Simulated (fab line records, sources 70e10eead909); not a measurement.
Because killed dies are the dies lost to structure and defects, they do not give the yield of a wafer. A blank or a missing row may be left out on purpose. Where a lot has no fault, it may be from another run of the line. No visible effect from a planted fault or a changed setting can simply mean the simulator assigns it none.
Which of the tools did it? || flow nand-harc || Sampling: 13 lots, 39 wafers, 5 of 1302 route steps

## WHAT EACH GAUGE READ, for each wafer
NHARC_END_SORT_01. Usual: killed-at-array 53, standard deviation 19; killed-at-other 0.7, standard deviation 1.1; killed-at-periphery 4.2, standard deviation 2.7; killed-dies 58, standard deviation 18; killed-open 3.1, standard deviation 1.9; killed-short 2.5, standard deviation 1.6.
{"lot": "L330", "measured": "day 25 04:07", "on": "prober-02", "killed-at-array": "82 80 84", "killed-at-other": "2 0 1", "killed-at-periphery": "3 0 4", "killed-dies": "87 80 89", "killed-open": "1 1 1", "killed-short": "4 1 1", "flag": ""}
{"lot": "L333", "measured": "day 25 21:07", "on": "prober-02", "killed-at-array": "44 29 45", "killed-at-other": "1 1 2", "killed-at-periphery": "2 7 3", "killed-dies": "47 37 50", "killed-open": "1 3 5", "killed-short": "2 2 5", "flag": ""}
{"lot": "L334", "measured": "day 26 16:09", "on": "prober-01", "killed-at-array": "53 43 29", "killed-at-other": "0 0 1", "killed-at-periphery": "8 2 3", "killed-dies": "61 45 33", "killed-open": "6 1 2", "killed-short": "4 3 1", "flag": ""}
{"lot": "L335", "measured": "day 27 12:20", "on": "prober-01", "killed-at-array": "70 71 77", "killed-at-other": "0 0 0", "killed-at-periphery": "3 6 1", "killed-dies": "73 77 78", "killed-open": "3 1 1", "killed-short": "3 5 4", "flag": ""}
{"lot": "L337", "measured": "day 28 03:56", "on": "prober-01", "killed-at-array": "52 56 61", "killed-at-other": "0 0 0", "killed-at-periphery": "4 3 4", "killed-dies": "56 59 65", "killed-open": "3 2 1", "killed-short": "4 1 2", "flag": ""}
{"lot": "L340", "measured": "day 28 15:17", "on": "prober-01", "killed-at-array": "90 84 89", "killed-at-other": "2 1 2", "killed-at-periphery": "8 9 4", "killed-dies": "100 94 95", "killed-open": "4 2 1", "killed-short": "3 0 3", "flag": ""}
{"lot": "L341", "measured": "day 31 09:57", "on": "prober-01", "killed-at-array": "51 49 45", "killed-at-other": "0 0 0", "killed-at-periphery": "7 1 3", "killed-dies": "58 50 48", "killed-open": "7 0 4", "killed-short": "1 3 1", "flag": ""}

## EACH LOT AND THE TOOL THAT RAN IT (in order: tool; ch and the chambers of the sampled wafers; start)
{"lot": "L328", "NHARC_P_GATE_RTA_80": "rtp-anneal-02 ch 0, day 5 14:27", "NHARC_P_CONTACT_CMP_01": "cmp-02 ch 1,2, day 5 16:07", "NHARC_P_CONTACT_ETCH_36": "rie-diel-12 ch 1,2, day 5 18:58 or earlier", "NHARC_P_CONTACT_PVD_32": "pvd-sputter-02, day 5 18:58"}
{"lot": "L329", "NHARC_P_GATE_RTA_80": "rtp-anneal-01 ch 0, day 6 06:02", "NHARC_P_CONTACT_CMP_01": "cmp-02 ch 2,3, day 6 07:29", "NHARC_P_CONTACT_ETCH_36": "rie-diel-12 ch 1,2,3, day 6 10:20 or earlier", "NHARC_P_CONTACT_PVD_32": "pvd-sputter-03, day 6 10:20"}
{"lot": "L330", "NHARC_P_GATE_RTA_80": "rtp-anneal-01 ch 0, day 6 10:14", "NHARC_P_CONTACT_CMP_01": "cmp-04 ch 1,2,3, day 6 11:39", "NHARC_P_CONTACT_ETCH_36": "rie-diel-08 ch 0,1,2, day 6 14:22 or earlier", "NHARC_P_CONTACT_PVD_32": "pvd-sputter-02, day 6 14:22"}
{"lot": "L333", "NHARC_P_GATE_RTA_80": "rtp-anneal-02 ch 0, day 8 03:59", "NHARC_P_CONTACT_CMP_01": "cmp-02 ch 0,1,3, day 8 05:26", "NHARC_P_CONTACT_ETCH_36": "rie-diel-12 ch 0,1,2, day 8 08:09 or earlier", "NHARC_P_CONTACT_PVD_32": "pvd-sputter-01, day 8 08:09"}
{"lot": "L334", "NHARC_P_GATE_RTA_80": "rtp-anneal-02 ch 0, day 8 07:20", "NHARC_P_CONTACT_CMP_01": "cmp-04 ch 0,2,3, day 8 08:46", "NHARC_P_CONTACT_ETCH_36": "rie-diel-10 ch 0,1,2, day 8 11:26 or earlier", "NHARC_P_CONTACT_PVD_32": "pvd-sputter-01, day 8 11:26"}
{"lot": "L335", "NHARC_P_GATE_RTA_80": "rtp-anneal-01 ch 0, day 9 00:44", "NHARC_P_CONTACT_CMP_01": "cmp-03 ch 0,1,2, day 9 02:13", "NHARC_P_CONTACT_ETCH_36": "rie-diel-12 ch 1,2,3, day 9 04:54 or earlier", "NHARC_P_CONTACT_PVD_32": "pvd-sputter-01, day 9 04:54"}
{"lot": "L336", "NHARC_P_GATE_RTA_80": "rtp-anneal-01 ch 0, day 9 01:06", "NHARC_P_CONTACT_CMP_01": "cmp-03 ch 1,3, day 9 02:47", "NHARC_P_CONTACT_ETCH_36": "rie-diel-10 ch 1,2,3, day 9 05:59 or earlier", "NHARC_P_CONTACT_PVD_32": "pvd-sputter-02, day 9 05:59"}
{"lot": "L337", "NHARC_P_GATE_RTA_80": "rtp-anneal-01 ch 0, day 9 07:46", "NHARC_P_CONTACT_CMP_01": "cmp-03 ch 0,1,3, day 9 09:27", "NHARC_P_CONTACT_ETCH_36": "rie-diel-12 ch 1,2,3, day 9 12:08 or earlier", "NHARC_P_CONTACT_PVD_32": "pvd-sputter-02, day 9 12:08"}
{"lot": "L339", "NHARC_P_GATE_RTA_80": "rtp-anneal-01 ch 0, day 10 07:14", "NHARC_P_CONTACT_CMP_01": "cmp-02 ch 0,1,3, day 10 08:43", "NHARC_P_CONTACT_ETCH_36": "rie-diel-08 ch 0,1,2, day 10 11:17 or earlier", "NHARC_P_CONTACT_PVD_32": "pvd-sputter-03, day 10 11:17"}
{"lot": "L340", "NHARC_P_GATE_RTA_80": "rtp-anneal-01 ch 0, day 10 14:26", "NHARC_P_CONTACT_CMP_01": "cmp-02 ch 0,2, day 10 16:15", "NHARC_P_CONTACT_ETCH_36": "rie-diel-12 ch 0,2,3, day 10 18:57 or earlier", "NHARC_P_CONTACT_PVD_32": "pvd-sputter-02, day 10 18:57"}
{"lot": "L341", "NHARC_P_GATE_RTA_80": "rtp-anneal-02 ch 0, day 11 19:40", "NHARC_P_CONTACT_CMP_01": "cmp-04 ch 1,2,3, day 11 21:23", "NHARC_P_CONTACT_ETCH_36": "rie-diel-08 ch 0,1,3, day 11 23:57 or earlier", "NHARC_P_CONTACT_PVD_32": "pvd-sputter-03, day 11 23:57"}
{"lot": "L350", "NHARC_P_GATE_RTA_80": "rtp-anneal-02 ch 0, day 14 21:24", "NHARC_P_CONTACT_CMP_01": "cmp-02 ch 0,2,3, day 14 23:04", "NHARC_P_CONTACT_ETCH_36": "rie-diel-10 ch 0,2, day 15 01:47 or earlier", "NHARC_P_CONTACT_PVD_32": "pvd-sputter-01, day 15 01:47"}
{"lot": "L351", "NHARC_P_GATE_RTA_80": "rtp-anneal-01 ch 0, day 15 09:41", "NHARC_P_CONTACT_CMP_01": "cmp-03 ch 0,1, day 15 11:07", "NHARC_P_CONTACT_ETCH_36": "rie-diel-08 ch 0,3, day 15 13:59 or earlier", "NHARC_P_CONTACT_PVD_32": "pvd-sputter-01, day 15 13:59"}
- NHARC_P_GATE_RTA_80: time 30 s.
- NHARC_P_CONTACT_CMP_01: polishes SiO2, target thk 200 nm.
- NHARC_P_CONTACT_ETCH_36: etches the open film in N2/H2, target depth 260 nm, time 406.25 s.
- NHARC_P_CONTACT_PVD_32: deposits Ti, target thk 5 nm, time 17.7 s.

## WHAT THE TOOLS THEMSELVES READ (means of the sampled wafers that have a number; where no wafer has one, the mark that the record gives instead)
NHARC_P_GATE_RTA_80. Usual: wafer_temp_C_max reads 301.6 (standard deviation 0.41).
{"lot": "L328", "tool": "rtp-anneal-02", "wafer_temp_C_max": 301.6, "flag": ""}
{"lot": "L329", "tool": "rtp-anneal-01", "wafer_temp_C_max": 301.7, "flag": ""}
{"lot": "L330", "tool": "rtp-anneal-01", "wafer_temp_C_max": 301.7, "flag": ""}
{"lot": "L333", "tool": "rtp-anneal-02", "wafer_temp_C_max": 301.4, "flag": ""}
{"lot": "L334", "tool": "rtp-anneal-02", "wafer_temp_C_max": 301.5, "flag": ""}
{"lot": "L335", "tool": "rtp-anneal-01", "wafer_temp_C_max": 301.9, "flag": ""}
{"lot": "L336", "tool": "rtp-anneal-01", "wafer_temp_C_max": 301.7, "flag": ""}
{"lot": "L337", "tool": "rtp-anneal-01", "wafer_temp_C_max": 301.9, "flag": ""}
{"lot": "L339", "tool": "rtp-anneal-01", "wafer_temp_C_max": 301.6, "flag": ""}
{"lot": "L340", "tool": "rtp-anneal-01", "wafer_temp_C_max": 302.0, "flag": ""}
{"lot": "L341", "tool": "rtp-anneal-02", "wafer_temp_C_max": 301.8, "flag": ""}
{"lot": "L350", "tool": "rtp-anneal-02", "wafer_temp_C_max": 301.7, "flag": ""}
{"lot": "L351", "tool": "rtp-anneal-01", "wafer_temp_C_max": 301.7, "flag": ""}

NHARC_P_CONTACT_CMP_01. Usual: motor-current-A reads 12.6 A (standard deviation 1.3).
{"lot": "L328", "tool": "cmp-02", "motor-current-A (A)": 12.8, "flag": ""}
{"lot": "L329", "tool": "cmp-02", "motor-current-A (A)": 12.0, "flag": ""}
{"lot": "L330", "tool": "cmp-04", "motor-current-A (A)": 13.6, "flag": ""}
{"lot": "L333", "tool": "cmp-02", "motor-current-A (A)": 11.9, "flag": ""}
{"lot": "L334", "tool": "cmp-04", "motor-current-A (A)": 11.4, "flag": ""}
{"lot": "L335", "tool": "cmp-03", "motor-current-A (A)": 12.7, "flag": ""}
{"lot": "L336", "tool": "cmp-03", "motor-current-A (A)": 12.9, "flag": ""}
{"lot": "L337", "tool": "cmp-03", "motor-current-A (A)": 12.7, "flag": ""}
{"lot": "L339", "tool": "cmp-02", "motor-current-A (A)": 11.7, "flag": ""}
{"lot": "L340", "tool": "cmp-02", "motor-current-A (A)": 12.0, "flag": ""}
{"lot": "L341", "tool": "cmp-04", "motor-current-A (A)": 13.5, "flag": ""}
{"lot": "L350", "tool": "cmp-02", "motor-current-A (A)": 12.6, "flag": ""}
{"lot": "L351", "tool": "cmp-03", "motor-current-A (A)": 12.6, "flag": ""}

NHARC_P_CONTACT_ETCH_36. Usual: drypump-motor-current-A 5.52 A, standard deviation 0.26; oes-product-au 0.998 a.u., standard deviation 0.012; rf-vpp-V 430.8 V, standard deviation 2.9; showerhead-plenum-p-Torr 2.05 Torr, standard deviation 0.099; throttle-valve-pct 14.172 %, standard deviation 0.0096.
{"lot": "L328", "tool": "rie-diel-12", "drypump-motor-current-A (A)": 5.69, "oes-product-au (a.u.)": 0.995, "rf-vpp-V (V)": 427.9, "showerhead-plenum-p-Torr (Torr)": 1.94, "throttle-valve-pct (%)": 14.164, "flag": ""}
{"lot": "L329", "tool": "rie-diel-12", "drypump-motor-current-A (A)": 5.72, "oes-product-au (a.u.)": 0.987, "rf-vpp-V (V)": 429.7, "showerhead-plenum-p-Torr (Torr)": 2.00, "throttle-valve-pct (%)": 14.177, "flag": ""}
{"lot": "L330", "tool": "rie-diel-08", "drypump-motor-current-A (A)": 5.59, "oes-product-au (a.u.)": 1.007, "rf-vpp-V (V)": 432.7, "showerhead-plenum-p-Torr (Torr)": 2.12, "throttle-valve-pct (%)": 14.168, "flag": ""}
{"lot": "L333", "tool": "rie-diel-12", "drypump-motor-current-A (A)": 5.62, "oes-product-au (a.u.)": 0.997, "rf-vpp-V (V)": 429.1, "showerhead-plenum-p-Torr (Torr)": 1.96, "throttle-valve-pct (%)": 14.183, "flag": ""}
{"lot": "L334", "tool": "rie-diel-10", "drypump-motor-current-A (A)": 5.41, "oes-product-au (a.u.)": 0.981, "rf-vpp-V (V)": 433.0, "showerhead-plenum-p-Torr (Torr)": 2.14, "throttle-valve-pct (%)": 14.163, "flag": ""}
{"lot": "L335", "tool": "rie-diel-12", "drypump-motor-current-A (A)": 5.68, "oes-product-au (a.u.)": 0.996, "rf-vpp-V (V)": 429.8, "showerhead-plenum-p-Torr (Torr)": 2.00, "throttle-valve-pct (%)": 14.166, "flag": ""}
{"lot": "L336", "tool": "rie-diel-10", "drypump-motor-current-A (A)": 5.36, "oes-product-au (a.u.)": 1.007, "rf-vpp-V (V)": 431.8, "showerhead-plenum-p-Torr (Torr)": 2.06, "throttle-valve-pct (%)": 14.167, "flag": ""}
{"lot": "L337", "tool": "rie-diel-12", "drypump-motor-current-A (A)": 5.69, "oes-product-au (a.u.)": 0.993, "rf-vpp-V (V)": 429.8, "showerhead-plenum-p-Torr (Torr)": 2.00, "throttle-valve-pct (%)": 14.176, "flag": ""}
{"lot": "L339", "tool": "rie-diel-08", "drypump-motor-current-A (A)": 5.58, "oes-product-au (a.u.)": 1.010, "rf-vpp-V (V)": 433.0, "showerhead-plenum-p-Torr (Torr)": 2.12, "throttle-valve-pct (%)": 14.179, "flag": ""}
{"lot": "L340", "tool": "rie-diel-12", "drypump-motor-current-A (A)": 5.65, "oes-product-au (a.u.)": 0.997, "rf-vpp-V (V)": 429.4, "showerhead-plenum-p-Torr (Torr)": 1.99, "throttle-valve-pct (%)": 14.177, "flag": ""}
{"lot": "L341", "tool": "rie-diel-08", "drypump-motor-current-A (A)": 5.43, "oes-product-au (a.u.)": 1.003, "rf-vpp-V (V)": 430.5, "showerhead-plenum-p-Torr (Torr)": 2.06, "throttle-valve-pct (%)": 14.171, "flag": ""}
{"lot": "L350", "tool": "rie-diel-10", "drypump-motor-current-A (A)": 5.25, "oes-product-au (a.u.)": 0.987, "rf-vpp-V (V)": 432.2, "showerhead-plenum-p-Torr (Torr)": 2.10, "throttle-valve-pct (%)": 14.166, "flag": ""}
{"lot": "L351", "tool": "rie-diel-08", "drypump-motor-current-A (A)": 5.15, "oes-product-au (a.u.)": 1.008, "rf-vpp-V (V)": 429.0, "showerhead-plenum-p-Torr (Torr)": 2.00, "throttle-valve-pct (%)": 14.173, "flag": ""}

NHARC_P_CONTACT_PVD_32. Usual: throttle-valve-pct reads 29.9 % (standard deviation 0.88).
{"lot": "L328", "tool": "pvd-sputter-02", "throttle-valve-pct (%)": 29.5, "flag": ""}
{"lot": "L329", "tool": "pvd-sputter-03", "throttle-valve-pct (%)": 30.1, "flag": ""}
{"lot": "L330", "tool": "pvd-sputter-02", "throttle-valve-pct (%)": 29.5, "flag": ""}
{"lot": "L333", "tool": "pvd-sputter-01", "throttle-valve-pct (%)": 29.8, "flag": ""}
{"lot": "L334", "tool": "pvd-sputter-01", "throttle-valve-pct (%)": 30.1, "flag": ""}
{"lot": "L335", "tool": "pvd-sputter-01", "throttle-valve-pct (%)": 29.8, "flag": ""}
{"lot": "L336", "tool": "pvd-sputter-02", "throttle-valve-pct (%)": 29.3, "flag": ""}
{"lot": "L337", "tool": "pvd-sputter-02", "throttle-valve-pct (%)": 30.0, "flag": ""}
{"lot": "L339", "tool": "pvd-sputter-03", "throttle-valve-pct (%)": 29.1, "flag": ""}
{"lot": "L340", "tool": "pvd-sputter-02", "throttle-valve-pct (%)": 29.2, "flag": ""}
{"lot": "L341", "tool": "pvd-sputter-03", "throttle-valve-pct (%)": 30.0, "flag": ""}
{"lot": "L350", "tool": "pvd-sputter-01", "throttle-valve-pct (%)": 30.0, "flag": ""}
{"lot": "L351", "tool": "pvd-sputter-01", "throttle-valve-pct (%)": 30.5, "flag": ""}

## THE ANSWER, worked out from the rows above alone
Rule: a lot is off if the mean of its wafers that have a number lies more than 3 standard deviations from the usual mean. A lot without any number at a reading at which 4 lots or more have one is off too. All remaining lots with rows at the step are treated as sound. Order of review: gauges by route order, followed by the tools' own readings, for which a lot's mean as printed above is used. At the first step where some lot is off, the reading lying furthest off is the one used; lots without a number count as furthest.
No lot is off on any of the readings shown, so nothing can be concluded from this.

## WHAT THE SIMULATOR HAD PUT IN
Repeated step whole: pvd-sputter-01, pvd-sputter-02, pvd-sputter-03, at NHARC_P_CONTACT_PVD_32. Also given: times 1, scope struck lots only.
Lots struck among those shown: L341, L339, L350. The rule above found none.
